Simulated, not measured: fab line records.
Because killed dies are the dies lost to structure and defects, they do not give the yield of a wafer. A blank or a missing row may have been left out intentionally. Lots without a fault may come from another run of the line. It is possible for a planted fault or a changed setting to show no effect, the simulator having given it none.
Which of the tools did it? -- flow nand_harc -- 24 lots with 72 wafers sampled at 6 steps, on a route of 1159 steps

## WHAT EACH GAUGE READ, for each wafer
The record lacks any reading of a measuring or inspecting step that a usual standard deviation could be used to judge.

## TOOL THAT RAN EACH LOT (tool first, then ch and the chambers of the sampled wafers, then the start)
lot,NHARC_A_STAIRCASE_ETCH_234,NHARC_A_STAIRCASE_TRIM_235,NHARC_A_STAIRCASE_STRIP_238,NHARC_A_STAIRCASE_HM_OPEN_460,NHARC_A_STAIRCASE_ALD_420,NHARC_A_STAIRCASE_DEP_151
L075,"rie_diel-02 ch 0,2, day 11 09:31 or earlier","rie_diel-02 ch 0,1,3, day 11 09:31 or earlier","plasma_asher-02 ch 0,1, day 11 09:31","rie_diel-02 ch 0,2,3, day 12 05:41 or earlier","ald_hk-03 ch 0,2,3, day 12 05:41","pecvd-01 ch 0,1,2, day 12 13:49"
L074,"rie_diel-07 ch 1,2,3, day 11 16:50 or earlier","rie_diel-07 ch 0,2,3, day 11 16:50 or earlier","plasma_asher-02 ch 0,1, day 11 16:50","rie_diel-07 ch 1,3, day 12 12:52 or earlier","ald_hk-01 ch 0,2,3, day 12 12:52","pecvd-04 ch 0, day 12 22:34"
L078,"rie_diel-07 ch 0,1,2, day 11 21:01 or earlier","rie_diel-07 ch 0,2,3, day 11 21:01 or earlier","plasma_asher-01 ch 0,1, day 11 21:01","rie_diel-07 ch 0,2,3, day 12 17:27 or earlier","ald_hk-04 ch 0,1,2, day 12 17:27","pecvd-01 ch 0,1,2, day 13 03:10"
L076,"rie_diel-06 ch 0,1,2, day 11 22:10 or earlier","rie_diel-06 ch 1,2,3, day 11 22:10 or earlier","plasma_asher-01 ch 0,1, day 11 22:10","rie_diel-02 ch 1,2,3, day 12 16:20 or earlier","ald_hk-04 ch 0,3, day 12 16:20","pecvd-04 ch 1,2, day 13 03:10"
L077,"rie_diel-02 ch 1,3, day 12 00:44 or earlier","rie_diel-02 ch 0,3, day 12 00:44 or earlier","plasma_asher-01 ch 0,1, day 12 00:44","rie_diel-02 ch 0,3, day 12 19:11 or earlier","ald_hk-04 ch 1,3, day 12 19:11","pecvd-03 ch 0,2, day 13 03:16"
L079,"rie_diel-06 ch 0,2, day 12 07:31 or earlier","rie_diel-06 ch 1,2, day 12 07:31 or earlier","plasma_asher-02 ch 0,1, day 12 07:31","rie_diel-02 ch 0,3, day 13 03:18 or earlier","ald_hk-03 ch 0,3, day 13 03:18","pecvd-01 ch 0,1, day 13 11:22"
L080,"rie_diel-06 ch 0,2,3, day 12 19:50 or earlier","rie_diel-06 ch 0,1,2, day 12 19:50 or earlier","plasma_asher-02 ch 0,1, day 12 19:50","rie_diel-06 ch 1,3, day 13 15:49 or earlier","ald_hk-03 ch 0,1,3, day 13 15:49","pecvd-04 ch 0,1, day 13 23:45"
L081,"rie_diel-07 ch 0,2,3, day 12 21:11 or earlier","rie_diel-07 ch 2,3, day 12 21:11 or earlier","plasma_asher-01 ch 0,1, day 12 21:11","rie_diel-02 ch 0,1,3, day 13 19:26 or earlier","ald_hk-04 ch 1,3, day 13 19:26","pecvd-03 ch 1,2, day 14 03:34"
L082,"rie_diel-06 ch 0,1, day 13 09:20 or earlier","rie_diel-06 ch 2,3, day 13 09:20 or earlier","plasma_asher-02 ch 0,1, day 13 09:20","rie_diel-07 ch 0,2,3, day 14 11:06 or earlier","ald_hk-03 ch 1,2, day 14 11:06","pecvd-03 ch 1,2, day 14 19:43"
L083,"rie_diel-06 ch 1,3, day 13 09:34 or earlier","rie_diel-06 ch 0,1,2, day 13 09:34 or earlier","plasma_asher-02 ch 0,1, day 13 09:34","rie_diel-02 ch 0,1, day 14 11:04 or earlier","ald_hk-04 ch 1,2, day 14 11:04","pecvd-04 ch 0,1,2, day 14 19:31"
L084,"rie_diel-06 ch 1,2, day 13 17:40 or earlier","rie_diel-06 ch 0,3, day 13 17:40 or earlier","plasma_asher-02 ch 0,1, day 13 17:40","rie_diel-07 ch 0,1,3, day 14 16:23 or earlier","ald_hk-01 ch 0,1, day 14 16:23","pecvd-04 ch 0,1,2, day 15 02:11"
L087,"rie_diel-06 ch 0,2,3, day 14 11:14 or earlier","rie_diel-06 ch 0,1,2, day 14 11:14 or earlier","plasma_asher-01 ch 0,1, day 14 11:14","rie_diel-06 ch 0,1,3, day 15 08:35 or earlier","ald_hk-01 ch 1,2,3, day 15 08:35","pecvd-01 ch 0,1,2, day 15 16:49"
L086,"rie_diel-06 ch 0,2,3, day 14 12:15 or earlier","rie_diel-06 ch 0,2,3, day 14 12:15 or earlier","plasma_asher-01 ch 0,1, day 14 12:15","rie_diel-06 ch 1,2,3, day 15 08:44 or earlier","ald_hk-04 ch 0,1,3, day 15 08:44","pecvd-03 ch 0,1, day 15 16:49"
L085,"rie_diel-06 ch 1,2,3, day 14 14:11 or earlier","rie_diel-06 ch 1,2, day 14 14:11 or earlier","plasma_asher-02 ch 0,1, day 14 14:11","rie_diel-06 ch 0,1,3, day 15 13:54 or earlier","ald_hk-03 ch 0,1,2, day 15 13:54","pecvd-03 ch 0,2, day 15 21:55"
L088,"rie_diel-07 ch 0,2, day 15 02:04 or earlier","rie_diel-07 ch 1,2,3, day 15 02:04 or earlier","plasma_asher-01 ch 0,1, day 15 02:04","rie_diel-06 ch 0,1,3, day 15 20:34 or earlier","ald_hk-01 ch 0,1,3, day 15 20:34","pecvd-04 ch 0,1,2, day 16 04:48"
L089,"rie_diel-02 ch 1,2, day 15 03:58 or earlier","rie_diel-02 ch 2,3, day 15 03:58 or earlier","plasma_asher-02 ch 0,1, day 15 03:58","rie_diel-07 ch 1,3, day 16 04:13 or earlier","ald_hk-03 ch 0,2, day 16 04:13","pecvd-03 ch 0,1,2, day 16 12:34"
L090,"rie_diel-07 ch 0,1,3, day 15 05:53 or earlier","rie_diel-07 ch 1,2,3, day 15 05:53 or earlier","plasma_asher-02 ch 0,1, day 15 05:53","rie_diel-02 ch 1,2,3, day 16 05:10 or earlier","ald_hk-03 ch 0,1,3, day 16 05:10","pecvd-01 ch 0,2, day 16 12:29"
L091,"rie_diel-06 ch 1,2,3, day 15 06:28 or earlier","rie_diel-06 ch 1,2,3, day 15 06:28 or earlier","plasma_asher-02 ch 0,1, day 15 06:28","rie_diel-06 ch 1,2,3, day 16 04:16 or earlier","ald_hk-04 ch 0,1,3, day 16 04:16","pecvd-04 ch 0,1,2, day 16 12:29"
L092,"rie_diel-06 ch 1,2, day 15 19:14 or earlier","rie_diel-06 ch 2,3, day 15 19:14 or earlier","plasma_asher-01 ch 0, day 15 19:14","rie_diel-02 ch 2,3, day 16 14:12 or earlier","ald_hk-03 ch 0,1,3, day 16 14:12","pecvd-01 ch 0,1, day 16 22:35"
L095,"rie_diel-06 ch 1,2,3, day 16 09:08 or earlier","rie_diel-06 ch 0,2,3, day 16 09:08 or earlier","plasma_asher-02 ch 0,1, day 16 09:08","rie_diel-02 ch 1,2,3, day 17 09:41 or earlier","ald_hk-04 ch 1,2,3, day 17 09:41","pecvd-01 ch 0,1,2, day 17 17:58"
L096,"rie_diel-02 ch 0,2,3, day 16 10:59 or earlier","rie_diel-02 ch 0,1,3, day 16 10:59 or earlier","plasma_asher-02 ch 0,1, day 16 10:59","rie_diel-07 ch 0,2,3, day 17 09:41 or earlier","ald_hk-01 ch 0,1,3, day 17 09:41","pecvd-01 ch 0,1,2, day 17 18:33"
L093,"rie_diel-06 ch 1,2, day 16 11:19 or earlier","rie_diel-06 ch 1,2, day 16 11:19 or earlier","plasma_asher-02 ch 0,1, day 16 11:19","rie_diel-06 ch 1,3, day 17 10:47 or earlier","ald_hk-01 ch 2,3, day 17 10:47","pecvd-04 ch 1,2, day 17 18:21"
L094,"rie_diel-07 ch 1,2,3, day 16 14:12 or earlier","rie_diel-07 ch 0,1,3, day 16 14:12 or earlier","plasma_asher-02 ch 0,1, day 16 14:12","rie_diel-07 ch 2,3, day 17 10:19 or earlier","ald_hk-03 ch 0,2, day 17 10:19","pecvd-03 ch 0,1, day 17 18:16"
L097,"rie_diel-02 ch 0,2,3, day 17 01:35 or earlier","rie_diel-02 ch 0,1,2, day 17 01:35 or earlier","plasma_asher-01 ch 0,1, day 17 01:35","rie_diel-02 ch 0,1,3, day 17 20:56 or earlier","ald_hk-01 ch 0,1,3, day 17 20:56","pecvd-01 ch 0,1,2, day 18 05:09"
- NHARC_A_STAIRCASE_ETCH_234: etches the open film in C4F8/O2, target depth 100 nm, time 40.5 s.
- NHARC_A_STAIRCASE_TRIM_235: chemistry O2, time 211.2 s.
- NHARC_A_STAIRCASE_STRIP_238: strips in O2.
- NHARC_A_STAIRCASE_HM_OPEN_460: chemistry O2/COS.
- NHARC_A_STAIRCASE_ALD_420: deposits SiO2, target thk 20 nm, pulse time 6 s, ald cycles 200.
- NHARC_A_STAIRCASE_DEP_151: deposits SiO2, target thk 3800 nm.

## AS READ BY THE TOOLS THEMSELVES (means over the sampled wafers that have a number; for cases with no such wafer, the mark the record gives instead)
NHARC_A_STAIRCASE_ETCH_234. Usual: bias_w 1000 W, standard deviation 3.1; oes_product_au 0.944 a.u., standard deviation 0.01; rf_vpp_V 900 V, standard deviation 4.4.
lot,tool,bias_w (W),oes_product_au (a.u.),rf_vpp_V (V),flag
L075,rie_diel-02,999,0.946,901,
L074,rie_diel-07,999,0.931,899,
L078,rie_diel-07,998,0.947,899,
L076,rie_diel-06,1003,0.942,901,
L077,rie_diel-02,1000,0.937,897,
L079,rie_diel-06,1003,0.947,905,
L080,rie_diel-06,1002,0.941,904,
L081,rie_diel-07,1001,0.951,899,
L082,rie_diel-06,998,0.944,901,
L083,rie_diel-06,996,0.956,900,
L084,rie_diel-06,1000,0.940,899,
L087,rie_diel-06,1000,0.943,904,
L086,rie_diel-06,1000,0.931,903,
L085,rie_diel-06,996,0.950,901,
L088,rie_diel-07,1004,0.935,900,
L089,rie_diel-02,999,0.952,899,
L090,rie_diel-07,1001,0.938,897,
L091,rie_diel-06,1001,0.951,901,
L092,rie_diel-06,1003,0.961,900,
L095,rie_diel-06,999,0.957,902,
L096,rie_diel-02,1001,0.942,898,
L093,rie_diel-06,996,0.949,899,
L094,rie_diel-07,999,0.942,897,
L097,rie_diel-02,1000,0.942,898,

NHARC_A_STAIRCASE_TRIM_235. Usual: drypump_motor_current_A 5.3 A, standard deviation 0.36; mfc_ar_sccm 0.013 sccm, standard deviation 0.012; oes_product_au 1.002 a.u., standard deviation 0.0073; rf_vpp_V 58.0 V, standard deviation 0.87; showerhead_plenum_p_Torr 3.63 Torr, standard deviation 0.12; throttle_valve_pct 17.036 %, standard deviation 0.0096.
lot,tool,drypump_motor_current_A (A),mfc_ar_sccm (sccm),oes_product_au (a.u.),rf_vpp_V (V),showerhead_plenum_p_Torr (Torr),throttle_valve_pct (%),flag
L075,rie_diel-02,5.8,0.008,0.995,57.6,3.47,17.038,
L074,rie_diel-07,5.6,0.009,0.993,58.2,3.61,17.035,
L078,rie_diel-07,5.6,0.009,0.998,58.5,3.61,17.034,
L076,rie_diel-06,5.1,0.016,1.003,57.7,3.70,17.031,
L077,rie_diel-02,6.0,0.000,0.994,57.5,3.56,17.038,
L079,rie_diel-06,5.3,0.010,1.012,57.6,3.63,17.039,
L080,rie_diel-06,5.2,0.013,1.011,58.4,3.68,17.037,
L081,rie_diel-07,5.6,0.003,0.994,58.0,3.60,17.042,
L082,rie_diel-06,5.1,0.011,1.005,58.4,3.76,17.044,
L083,rie_diel-06,5.2,0.013,1.005,58.9,3.67,17.032,
L084,rie_diel-06,4.9,0.027,1.004,58.0,3.73,17.031,
L087,rie_diel-06,5.2,0.013,1.006,57.5,3.67,17.035,
L086,rie_diel-06,5.0,0.019,1.007,58.3,3.74,17.031,
L085,rie_diel-06,5.3,0.005,1.011,57.5,3.69,17.038,
L088,rie_diel-07,5.6,0.008,1.002,57.6,3.56,17.033,
L089,rie_diel-02,5.5,0.000,1.005,58.6,3.72,17.041,
L090,rie_diel-07,5.6,0.008,1.001,59.0,3.56,17.031,
L091,rie_diel-06,5.1,0.016,0.997,57.8,3.68,17.032,
L092,rie_diel-06,5.1,0.011,1.000,58.1,3.75,17.033,
L095,rie_diel-06,5.0,0.019,1.002,57.7,3.73,17.040,
L096,rie_diel-02,5.8,0.008,1.004,57.9,3.45,17.023,
L093,rie_diel-06,5.3,0.010,1.001,57.9,3.61,17.048,
L094,rie_diel-07,5.6,0.013,1.005,57.5,3.57,17.029,
L097,rie_diel-02,5.5,0.008,0.999,58.2,3.50,17.037,

NHARC_A_STAIRCASE_STRIP_238. Usual: drypump_motor_current_A 5.8 A, standard deviation 0.38; heater_power_w 308 W, standard deviation 30.
lot,tool,drypump_motor_current_A (A),heater_power_w (W),flag
L075,plasma_asher-02,6.0,325,
L074,plasma_asher-02,6.0,324,
L078,plasma_asher-01,5.9,284,
L076,plasma_asher-01,5.5,287,
L077,plasma_asher-01,5.6,288,
L079,plasma_asher-02,6.0,321,
L080,plasma_asher-02,6.0,324,
L081,plasma_asher-01,5.5,299,
L082,plasma_asher-02,5.9,303,
L083,plasma_asher-02,6.0,332,
L084,plasma_asher-02,6.0,321,
L087,plasma_asher-01,5.5,296,
L086,plasma_asher-01,5.5,294,
L085,plasma_asher-02,6.0,325,
L088,plasma_asher-01,5.9,289,
L089,plasma_asher-02,5.9,303,
L090,plasma_asher-02,5.9,305,
L091,plasma_asher-02,6.0,329,
L092,plasma_asher-01,6.3,282,
L095,plasma_asher-02,6.0,334,
L096,plasma_asher-02,6.0,342,
L093,plasma_asher-02,6.0,341,
L094,plasma_asher-02,6.0,339,
L097,plasma_asher-01,5.5,295,

NHARC_A_STAIRCASE_HM_OPEN_460. Usual: bias_w 300.0 W, standard deviation 0.8; cos_flow_sccm 20.00 sccm, standard deviation 0.067; drypump_motor_current_A 5.5 A, standard deviation 0.36; mfc_ar_sccm 0.010 sccm, standard deviation 0.012; oes_product_au 1.001 a.u., standard deviation 0.0078; rf_vpp_V 468.5 V, standard deviation 2.7; showerhead_plenum_p_Torr 3.19 Torr, standard deviation 0.12; throttle_valve_pct 28.330 %, standard deviation 0.0094.
lot,tool,bias_w (W),cos_flow_sccm (sccm),drypump_motor_current_A (A),mfc_ar_sccm (sccm),oes_product_au (a.u.),rf_vpp_V (V),showerhead_plenum_p_Torr (Torr),throttle_valve_pct (%),flag
L075,rie_diel-02,299.8,19.97,5.7,0.000,0.998,467.9,3.20,28.335,
L074,rie_diel-07,301.0,19.98,5.6,0.012,1.009,468.4,3.15,28.334,
L078,rie_diel-07,299.5,19.95,5.6,0.009,1.002,468.4,3.19,28.330,
L076,rie_diel-02,299.9,20.04,5.6,0.008,1.001,468.9,3.18,28.332,
L077,rie_diel-02,299.7,19.99,6.0,0.000,0.995,468.5,3.15,28.321,
L079,rie_diel-02,300.2,20.02,6.0,0.000,0.993,467.8,3.15,28.330,
L080,rie_diel-06,300.4,20.01,4.9,0.027,0.997,470.2,3.27,28.321,
L081,rie_diel-02,299.9,20.01,5.8,0.008,0.999,465.9,3.06,28.326,
L082,rie_diel-07,300.5,20.00,5.6,0.009,1.002,469.2,3.19,28.331,
L083,rie_diel-02,299.3,19.99,5.6,0.015,0.991,464.1,2.98,28.332,
L084,rie_diel-07,299.2,20.04,5.6,0.013,1.007,467.5,3.16,28.337,
L087,rie_diel-06,300.6,19.99,5.0,0.024,1.000,469.6,3.25,28.329,
L086,rie_diel-06,299.3,20.00,5.1,0.016,1.007,469.6,3.26,28.327,
L085,rie_diel-06,298.9,20.03,5.0,0.024,1.007,469.8,3.25,28.336,
L088,rie_diel-06,300.3,19.97,5.0,0.024,0.999,469.5,3.24,28.335,
L089,rie_diel-07,300.2,20.03,5.5,0.006,0.992,467.5,3.13,28.335,
L090,rie_diel-02,300.3,20.01,5.6,0.008,0.999,467.7,3.17,28.330,
L091,rie_diel-06,300.0,20.05,5.1,0.016,1.002,469.6,3.26,28.335,
L092,rie_diel-02,299.7,20.04,5.8,0.000,1.006,470.1,3.25,28.333,
L095,rie_diel-02,299.7,20.02,5.6,0.008,1.004,467.8,3.16,28.328,
L096,rie_diel-07,301.1,19.94,5.6,0.009,1.000,468.5,3.17,28.332,
L093,rie_diel-06,300.4,20.00,5.0,0.021,1.004,468.0,3.19,28.330,
L094,rie_diel-07,300.4,20.03,5.5,0.002,1.002,466.7,3.14,28.330,
L097,rie_diel-02,300.2,19.94,5.8,0.008,1.004,465.5,3.05,28.329,

NHARC_A_STAIRCASE_ALD_420. Usual: heater_power_w 457 W, standard deviation 45; precursor_pulse_height_rel 1.000, standard deviation 0.02.
lot,tool,heater_power_w (W),precursor_pulse_height_rel,flag
L075,ald_hk-03,445,1.001,
L074,ald_hk-01,465,1.011,
L078,ald_hk-04,472,1.006,
L076,ald_hk-04,463,0.997,
L077,ald_hk-04,424,0.999,
L079,ald_hk-03,468,1.005,
L080,ald_hk-03,439,1.003,
L081,ald_hk-04,417,1.010,
L082,ald_hk-03,423,0.998,
L083,ald_hk-04,473,1.004,
L084,ald_hk-01,481,1.012,
L087,ald_hk-01,490,1.004,
L086,ald_hk-04,441,1.001,
L085,ald_hk-03,417,1.012,
L088,ald_hk-01,498,0.996,
L089,ald_hk-03,406,1.027,
L090,ald_hk-03,438,1.000,
L091,ald_hk-04,441,1.009,
L092,ald_hk-03,433,1.004,
L095,ald_hk-04,445,1.006,
L096,ald_hk-01,502,0.988,
L093,ald_hk-01,464,1.003,
L094,ald_hk-03,399,1.004,
L097,ald_hk-01,499,0.981,

NHARC_A_STAIRCASE_DEP_151. Usual: 700 W for heater_power_w, sd 75.
lot,tool,heater_power_w (W),flag
L075,pecvd-01,786,
L074,pecvd-04,638,
L078,pecvd-01,766,
L076,pecvd-04,646,
L077,pecvd-03,699,
L079,pecvd-01,717,
L080,pecvd-04,661,
L081,pecvd-03,733,
L082,pecvd-03,704,
L083,pecvd-04,722,
L084,pecvd-04,668,
L087,pecvd-01,754,
L086,pecvd-03,641,
L085,pecvd-03,732,
L088,pecvd-04,683,
L089,pecvd-03,651,
L090,pecvd-01,801,
L091,pecvd-04,744,
L092,pecvd-01,736,
L095,pecvd-01,794,
L096,pecvd-01,794,
L093,pecvd-04,677,
L094,pecvd-03,599,
L097,pecvd-01,732,

## THE ANSWER, worked out from the rows above alone
Rule: a lot is off if the mean of its wafers that have a number lies more than 3 standard deviations from the usual mean. A lot without any number at a reading at which 4 lots or more have one is off too. The other lots that the step has rows for count as sound. The gauges are gone through in route order, then the tools' own readings, and for those a lot's mean is taken as printed above. The first step at which some lot is off is used, and at that step the reading that is off furthest; a lot without a number counts as furthest.
No lot is off at any reading shown: from this, nothing can be told.

## WHAT THE SIMULATOR HAD PUT IN
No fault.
